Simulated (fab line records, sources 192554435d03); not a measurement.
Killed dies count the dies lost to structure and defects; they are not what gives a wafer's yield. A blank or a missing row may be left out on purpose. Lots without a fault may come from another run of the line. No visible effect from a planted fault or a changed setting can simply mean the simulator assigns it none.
What tool caused it? | flow n5Finfet | 15 lots with 45 wafers sampled at 7 steps, on a route of 1938 steps

## WHAT THE GAUGES SHOWED, per wafer
N5_BEOL_M11_CD_MEAS_18: pitch 140 nm, target cd 70 nm. Usual: cdNm 70.0 nm, standard deviation 0.69.
lot  | measured     | on       | cdNm (nm)      | flag
L264 | day 10 15:19 | cdSem-01 | 69.9 70.2 69.5 | 
L263 | day 10 18:25 | cdSem-03 | 70.6 69.5 71.0 | 
L265 | day 11 09:29 | cdSem-03 | 70.6 70.7 70.9 | 
L266 | day 11 13:13 | cdSem-03 | 69.0 70.0 69.4 | 
L268 | day 12 05:29 | cdSem-01 | 70.7 69.2 70.0 | 
L267 | day 12 05:37 | cdSem-02 | 69.8 70.5 69.8 | 
L271 | day 13 00:41 | cdSem-03 | 69.1 69.2 70.5 | 
L275 | day 13 23:20 | cdSem-03 | 70.3 69.7 70.1 | 
L273 | day 13 23:46 | cdSem-01 | 69.5 70.3 69.8 | 
L280 | day 14 16:27 | cdSem-01 | - - -          | OFF
L279 | day 14 20:22 | cdSem-02 | - - -          | OFF
L278 | day 14 20:29 | cdSem-01 | - - -          | OFF
L284 | day 16 10:55 | cdSem-01 | 70.2 69.8 70.1 | 
L285 | day 17 02:06 | cdSem-03 | 70.0 71.1 69.6 | 
L286 | day 17 02:14 | cdSem-03 | 68.6 68.8 68.6 | 

## EACH LOT AND THE TOOL THAT RAN IT (in order: tool; ch and the chambers of the sampled wafers; start)
lot  | N5_BEOL_M10_DEGAS_44        | N5_BEOL_M10_ALD_74                 | N5_BEOL_M10_CMP_52            | N5_BEOL_M11_ETCH_61               | N5_BEOL_M11_ETCH_62               | N5_BEOL_M11_HM_OPEN_17
L264 | pvdSputter-02, day 10 07:47 | aldMetal-03 ch 1,2,3, day 10 07:53 | cmp-02 ch 0,1,3, day 10 10:49 | rieDiel-02 ch 0,2,3, day 10 14:49 | rieDiel-02 ch 0,2,3, day 10 14:52 | rieMetal-01 ch 0,1, day 10 15:03
L263 | pvdSputter-03, day 10 14:29 | aldMetal-03 ch 2,3, day 10 14:35   | cmp-01 ch 0,1,3, day 10 15:56 | rieDiel-03 ch 0,2,3, day 10 18:01 | rieDiel-03 ch 0,2,3, day 10 18:07 | rieMetal-02 ch 0,1, day 10 18:16
L265 | pvdSputter-02, day 11 02:28 | aldMetal-02 ch 1,2,3, day 11 02:34 | cmp-01 ch 0,1,3, day 11 05:58 | rieDiel-02 ch 0,1,3, day 11 08:56 | rieDiel-02 ch 0,1,3, day 11 08:59 | rieMetal-01 ch 1, day 11 09:13
L266 | pvdSputter-02, day 11 08:32 | aldMetal-02 ch 1,2,3, day 11 08:38 | cmp-02 ch 1,2,3, day 11 09:41 | rieDiel-06 ch 0,1, day 11 12:36   | rieDiel-06 ch 0,1, day 11 12:39   | rieMetal-03 ch 0,1, day 11 12:50
L268 | pvdSputter-03, day 11 22:26 | aldMetal-04 ch 1,2,3, day 11 22:33 | cmp-01 ch 0,2, day 12 00:13   | rieDiel-03 ch 0,2, day 12 05:02   | rieDiel-03 ch 0,2, day 12 05:05   | rieMetal-01 ch 0,1, day 12 05:16
L267 | pvdSputter-03, day 11 22:31 | aldMetal-03 ch 0,1,3, day 11 22:37 | cmp-02 ch 0,2,3, day 12 00:23 | rieDiel-06 ch 0,1,2, day 12 05:12 | rieDiel-06 ch 0,1,2, day 12 05:15 | rieMetal-03 ch 0,1, day 12 05:26
L271 | pvdSputter-01, day 12 20:27 | aldMetal-02 ch 1,3, day 12 20:34   | cmp-03 ch 1,2,3, day 12 21:49 | rieDiel-02 ch 1,2, day 13 00:17   | rieDiel-02 ch 1,2, day 13 00:20   | rieMetal-03 ch 0,1, day 13 00:31
L275 | pvdSputter-01, day 13 17:07 | aldMetal-03 ch 1,2,3, day 13 17:20 | cmp-01 ch 1,3, day 13 20:09   | rieDiel-03 ch 1,3, day 13 22:49   | rieDiel-03 ch 1,3, day 13 22:52   | rieMetal-01 ch 0, day 13 23:04
L273 | pvdSputter-02, day 13 17:52 | aldMetal-02 ch 1,2,3, day 13 17:58 | cmp-01 ch 0,1, day 13 20:38   | rieDiel-06 ch 0,2,3, day 13 23:22 | rieDiel-06 ch 0,2,3, day 13 23:28 | rieMetal-01 ch 0,1, day 13 23:37
L280 | pvdSputter-03, day 14 10:33 | aldMetal-02 ch 1,2, day 14 10:53   | cmp-02 ch 0,2,3, day 14 12:10 | rieDiel-06 ch 0,3, day 14 16:00   | rieDiel-06 ch 0,3, day 14 16:03   | rieMetal-03 ch 0,1, day 14 16:14
L279 | pvdSputter-01, day 14 14:15 | aldMetal-02 ch 0,1,2, day 14 14:21 | cmp-02 ch 0,1, day 14 15:28   | rieDiel-06 ch 1,2,3, day 14 19:50 | rieDiel-06 ch 1,2,3, day 14 19:53 | rieMetal-03 ch 0,1, day 14 20:07
L278 | pvdSputter-03, day 14 16:06 | aldMetal-04 ch 1,2,3, day 14 16:13 | cmp-02 ch 0,1,3, day 14 17:44 | rieDiel-02 ch 1,2,3, day 14 20:05 | rieDiel-02 ch 1,2,3, day 14 20:08 | rieMetal-03 ch 0,1, day 14 20:19
L284 | pvdSputter-03, day 16 05:11 | aldMetal-03 ch 0,1,3, day 16 05:31 | cmp-02 ch 0,2,3, day 16 08:23 | rieDiel-03 ch 0,2, day 16 10:29   | rieDiel-03 ch 0,2, day 16 10:32   | rieMetal-03 ch 0,1, day 16 10:46
L285 | pvdSputter-01, day 16 21:29 | aldMetal-03 ch 0,1,2, day 16 21:35 | cmp-02 ch 0,1,2, day 16 22:41 | rieDiel-03 ch 0,2, day 17 01:41   | rieDiel-03 ch 0,2, day 17 01:44   | rieMetal-01 ch 0,1, day 17 01:55
L286 | pvdSputter-01, day 16 21:34 | aldMetal-04 ch 0,1,3, day 16 21:40 | cmp-03 ch 1,2,3, day 16 23:04 | rieDiel-06 ch 1,2,3, day 17 01:49 | rieDiel-06 ch 1,2,3, day 17 01:52 | rieMetal-01 ch 0,1, day 17 02:03
- N5_BEOL_M10_DEGAS_44: time 60 s.
- N5_BEOL_M10_ALD_74: deposits TaN, target thk 2 nm, pulse time 2 s, purge time 3 s.
- N5_BEOL_M10_CMP_52: polishes, stops on SiCOH lowk, t overpolish 7 s, target thk 140 nm.
- N5_BEOL_M11_ETCH_61: etches SiARC in CF4, target depth 39 nm, time 65 s.
- N5_BEOL_M11_ETCH_62: etches SOC in N2/H2, target depth 110 nm, overetch 22 nm, time 165 s.
- N5_BEOL_M11_HM_OPEN_17: chemistry Cl2/BCl3, target TiN, target depth 20 nm, overetch 6 nm.

## WHAT THE TOOLS THEMSELVES READ (means of the sampled wafers that have a number; where no wafer has one, the mark that the record gives instead)
N5_BEOL_M10_DEGAS_44. Usual: heaterPowerW 330 W, standard deviation 29.
lot  | tool          | heaterPowerW (W) | flag
L264 | pvdSputter-02 | 316              | 
L263 | pvdSputter-03 | 335              | 
L265 | pvdSputter-02 | 325              | 
L266 | pvdSputter-02 | 338              | 
L268 | pvdSputter-03 | 333              | 
L267 | pvdSputter-03 | 329              | 
L271 | pvdSputter-01 | 318              | 
L275 | pvdSputter-01 | 316              | 
L273 | pvdSputter-02 | 341              | 
L280 | pvdSputter-03 | 332              | 
L279 | pvdSputter-01 | 332              | 
L278 | pvdSputter-03 | 330              | 
L284 | pvdSputter-03 | 348              | 
L285 | pvdSputter-01 | 328              | 
L286 | pvdSputter-01 | 320              | 

N5_BEOL_M10_ALD_74. Usual: heaterPowerW 419 W, standard deviation 45.
lot  | tool        | heaterPowerW (W) | flag
L264 | aldMetal-03 | 389              | 
L263 | aldMetal-03 | 403              | 
L265 | aldMetal-02 | 430              | 
L266 | aldMetal-02 | 422              | 
L268 | aldMetal-04 | 436              | 
L267 | aldMetal-03 | 417              | 
L271 | aldMetal-02 | 420              | 
L275 | aldMetal-03 | 393              | 
L273 | aldMetal-02 | 420              | 
L280 | aldMetal-02 | 378              | 
L279 | aldMetal-02 | 392              | 
L278 | aldMetal-04 | 435              | 
L284 | aldMetal-03 | 421              | 
L285 | aldMetal-03 | 412              | 
L286 | aldMetal-04 | 444              | 

N5_BEOL_M10_CMP_52. Usual: barrierFieldEndpointS 29.2 s, standard deviation 0.73; motorCurrentA 6.1 A, standard deviation 0.51; overpolishRunS 7.000 s, standard deviation 0.0093; timeToEndpointS 67 s, standard deviation 3.9.
lot  | tool   | barrierFieldEndpointS (s) | motorCurrentA (A) | overpolishRunS (s) | timeToEndpointS (s) | flag
L264 | cmp-02 | 29.1                      | 5.8               | 6.996              | 65                  | 
L263 | cmp-01 | 29.6                      | 6.3               | 6.995              | 71                  | 
L265 | cmp-01 | 29.2                      | 6.0               | 6.999              | 69                  | 
L266 | cmp-02 | 29.0                      | 5.9               | 6.990              | 66                  | 
L268 | cmp-01 | 29.0                      | 6.3               | 7.010              | 67                  | 
L267 | cmp-02 | 28.2                      | 5.8               | 7.001              | 61                  | 
L271 | cmp-03 | 29.5                      | 6.5               | 6.989              | 69                  | 
L275 | cmp-01 | 29.4                      | 6.4               | 7.000              | 70                  | 
L273 | cmp-01 | 29.5                      | 5.5               | 7.002              | 66                  | 
L280 | cmp-02 | 28.4                      | 5.9               | 7.006              | 65                  | 
L279 | cmp-02 | 29.1                      | 5.9               | 7.004              | 65                  | 
L278 | cmp-02 | 29.4                      | 5.9               | 7.011              | 69                  | 
L284 | cmp-02 | 28.7                      | 5.6               | 6.998              | 65                  | 
L285 | cmp-02 | 28.8                      | 5.8               | 7.003              | 66                  | 
L286 | cmp-03 | 29.0                      | 6.4               | 7.001              | 65                  | 

N5_BEOL_M11_ETCH_61. Usual: biasW 36.00 W, standard deviation 0.12; cf4FlowSccm 99.99 sccm, standard deviation 0.29; drypumpMotorCurrentA 5.7 A, standard deviation 0.38; etchRfOnTimeS 64.8 s, standard deviation 1.8; oesProductAu 0.69 a.u., standard deviation 0.085; rfVppV 184.3 V, standard deviation 1.1; showerheadPlenumPTorr 2.17 Torr, standard deviation 0.056; throttleValvePct 15.58 %, standard deviation 0.25.
lot  | tool       | biasW (W) | cf4FlowSccm (sccm) | drypumpMotorCurrentA (A) | etchRfOnTimeS (s) | oesProductAu (a.u.) | rfVppV (V) | showerheadPlenumPTorr (Torr) | throttleValvePct (%) | flag
L264 | rieDiel-02 | 36.04     | 100.13             | 5.8                      | 64.8              | 0.61                | 183.0      | 2.15                         | 15.77                | 
L263 | rieDiel-03 | 36.04     | 100.34             | 5.5                      | 65.1              | 0.70                | 183.4      | 2.15                         | 15.58                | 
L265 | rieDiel-02 | 36.01     | 100.16             | 6.1                      | 64.9              | 0.61                | 183.6      | 2.12                         | 15.57                | 
L266 | rieDiel-06 | 36.04     | 99.75              | 5.5                      | 66.9              | 0.67                | 185.1      | 2.18                         | 15.62                | 
L268 | rieDiel-03 | 35.83     | 100.16             | 5.5                      | 66.6              | 0.68                | 184.2      | 2.19                         | 15.59                | 
L267 | rieDiel-06 | 35.88     | 100.18             | 5.8                      | 65.9              | 0.64                | 185.3      | 2.19                         | 15.75                | 
L271 | rieDiel-02 | 35.99     | 99.97              | 5.5                      | 65.9              | 0.62                | 184.9      | 2.19                         | 15.75                | 
L275 | rieDiel-03 | 35.99     | 99.82              | 5.6                      | 65.7              | 0.66                | 183.9      | 2.11                         | 15.68                | 
L273 | rieDiel-06 | 36.02     | 100.10             | 5.7                      | 63.9              | 0.70                | 184.9      | 2.19                         | 15.60                | 
L280 | rieDiel-06 | -         | -                  | -                        | -                 | -                   | -          | -                            | -                    | OFF
L279 | rieDiel-06 | -         | -                  | -                        | -                 | -                   | -          | -                            | -                    | OFF
L278 | rieDiel-02 | -         | -                  | -                        | -                 | -                   | -          | -                            | -                    | OFF
L284 | rieDiel-03 | 35.98     | 99.89              | 5.6                      | 65.7              | 0.70                | 183.0      | 2.13                         | 15.54                | 
L285 | rieDiel-03 | 35.93     | 99.92              | 5.5                      | 66.3              | 0.65                | 183.7      | 2.18                         | 15.65                | 
L286 | rieDiel-06 | 35.98     | 99.99              | 5.9                      | 64.6              | 0.71                | 185.4      | 2.19                         | 15.60                | 

N5_BEOL_M11_ETCH_62. Usual: biasW 150.0 W, standard deviation 0.44; chamberPressureMTorr 29.999 mTorr, standard deviation 0.028; drypumpMotorCurrentA 5.7 A, standard deviation 0.38; h2FlowSccm 199.9 sccm, standard deviation 0.55; oesProductAu 0.68 a.u., standard deviation 0.078; rfVppV 524.8 V, standard deviation 2; showerheadPlenumPTorr 2.58 Torr, standard deviation 0.07; throttleValvePct 17.79 %, standard deviation 0.25.
lot  | tool       | biasW (W) | chamberPressureMTorr (mTorr) | drypumpMotorCurrentA (A) | h2FlowSccm (sccm) | oesProductAu (a.u.) | rfVppV (V) | showerheadPlenumPTorr (Torr) | throttleValvePct (%) | flag
L264 | rieDiel-02 | 150.4     | 30.003                       | 5.8                      | 200.4             | 0.60                | 525.0      | 2.55                         | 17.99                | 
L263 | rieDiel-03 | 149.8     | 30.020                       | 5.6                      | 199.9             | 0.69                | 524.2      | 2.56                         | 17.84                | 
L265 | rieDiel-02 | 149.9     | 29.976                       | 6.1                      | 199.9             | 0.60                | 522.8      | 2.52                         | 17.84                | 
L266 | rieDiel-06 | 150.1     | 29.986                       | 5.5                      | 200.5             | 0.67                | 525.5      | 2.58                         | 17.81                | 
L268 | rieDiel-03 | 149.9     | 29.993                       | 5.5                      | 199.7             | 0.69                | 525.2      | 2.59                         | 17.81                | 
L267 | rieDiel-06 | 150.3     | 29.988                       | 5.7                      | 199.6             | 0.64                | 525.4      | 2.61                         | 17.91                | 
L271 | rieDiel-02 | 150.3     | 30.021                       | 5.4                      | 199.7             | 0.61                | 525.0      | 2.60                         | 17.91                | 
L275 | rieDiel-03 | 149.8     | 30.033                       | 5.6                      | 199.3             | 0.66                | 522.7      | 2.50                         | 17.90                | 
L273 | rieDiel-06 | 150.0     | 30.003                       | 5.7                      | 200.0             | 0.69                | 525.7      | 2.61                         | 17.81                | 
L280 | rieDiel-06 | 150.5     | 29.988                       | 5.6                      | 199.6             | 0.32                | 525.0      | 2.59                         | 17.64                | OFF
L279 | rieDiel-06 | 150.4     | 30.001                       | 5.9                      | 200.5             | 0.32                | 525.2      | 2.61                         | 17.67                | OFF
L278 | rieDiel-02 | 149.8     | 29.982                       | 5.6                      | 200.1             | 0.30                | 524.0      | 2.58                         | 17.64                | OFF
L284 | rieDiel-03 | 150.2     | 30.018                       | 5.6                      | 200.0             | 0.70                | 523.6      | 2.53                         | 17.70                | 
L285 | rieDiel-03 | 149.9     | 29.978                       | 5.5                      | 200.1             | 0.66                | 524.3      | 2.58                         | 17.86                | 
L286 | rieDiel-06 | 150.3     | 30.026                       | 5.9                      | 200.3             | 0.71                | 526.0      | 2.61                         | 17.77                | 

N5_BEOL_M11_HM_OPEN_17. Usual: drypumpMotorCurrentA 5.94 A, standard deviation 0.19; oesProductAu 0.69 a.u., standard deviation 0.074; throttleValvePct 21.98 %, standard deviation 0.16.
lot  | tool        | drypumpMotorCurrentA (A) | oesProductAu (a.u.) | throttleValvePct (%) | flag
L264 | rieMetal-01 | 5.95                     | 0.56                | 22.13                | 
L263 | rieMetal-02 | 5.84                     | 0.66                | 22.15                | 
L265 | rieMetal-01 | 6.21                     | 0.59                | 22.13                | 
L266 | rieMetal-03 | 5.91                     | 0.76                | 21.97                | 
L268 | rieMetal-01 | 6.08                     | 0.67                | 21.99                | 
L267 | rieMetal-03 | 5.94                     | 0.74                | 21.98                | 
L271 | rieMetal-03 | 5.83                     | 0.72                | 21.92                | 
L275 | rieMetal-01 | 5.84                     | 0.78                | 21.69                | 
L273 | rieMetal-01 | 6.08                     | 0.65                | 21.99                | 
L280 | rieMetal-03 | 5.85                     | 0.31                | 22.58                | OFF
L279 | rieMetal-03 | 5.85                     | 0.30                | 22.58                | OFF
L278 | rieMetal-03 | 5.92                     | 0.32                | 22.64                | OFF
L284 | rieMetal-03 | 5.91                     | 0.72                | 22.01                | 
L285 | rieMetal-01 | 5.94                     | 0.68                | 21.84                | 
L286 | rieMetal-01 | 6.08                     | 0.62                | 22.01                | 

## THE ANSWER, worked out from the rows above alone
Rule: a lot counts as off when the mean over its wafers that have a number is more than 3 standard deviations away from the usual mean. Also off: a lot with no number at a reading for which 4 or more lots have one. The other lots that the step has rows for count as sound. The gauges are gone through in route order, then the tools' own readings, and for those a lot's mean is taken as printed above. At the first step where some lot is off, the reading lying furthest off is the one used; lots without a number count as furthest.
Off, at N5_BEOL_M11_CD_MEAS_18 on cdNm: L280, L279, L278. Without a number there: L280, L279, L278.
If a tool, at a process step before that reading, ran all the lots that are off and no sound lot after the first of them, it fits. The gauges at N5_BEOL_M11_CD_MEAS_18 aren't tried: what is off there is off at N5_BEOL_M11_ETCH_61 too, on other tools, and a gauge's error can't cause that. No candidate that was tried fits.

## WHAT THE SIMULATOR PUT IN
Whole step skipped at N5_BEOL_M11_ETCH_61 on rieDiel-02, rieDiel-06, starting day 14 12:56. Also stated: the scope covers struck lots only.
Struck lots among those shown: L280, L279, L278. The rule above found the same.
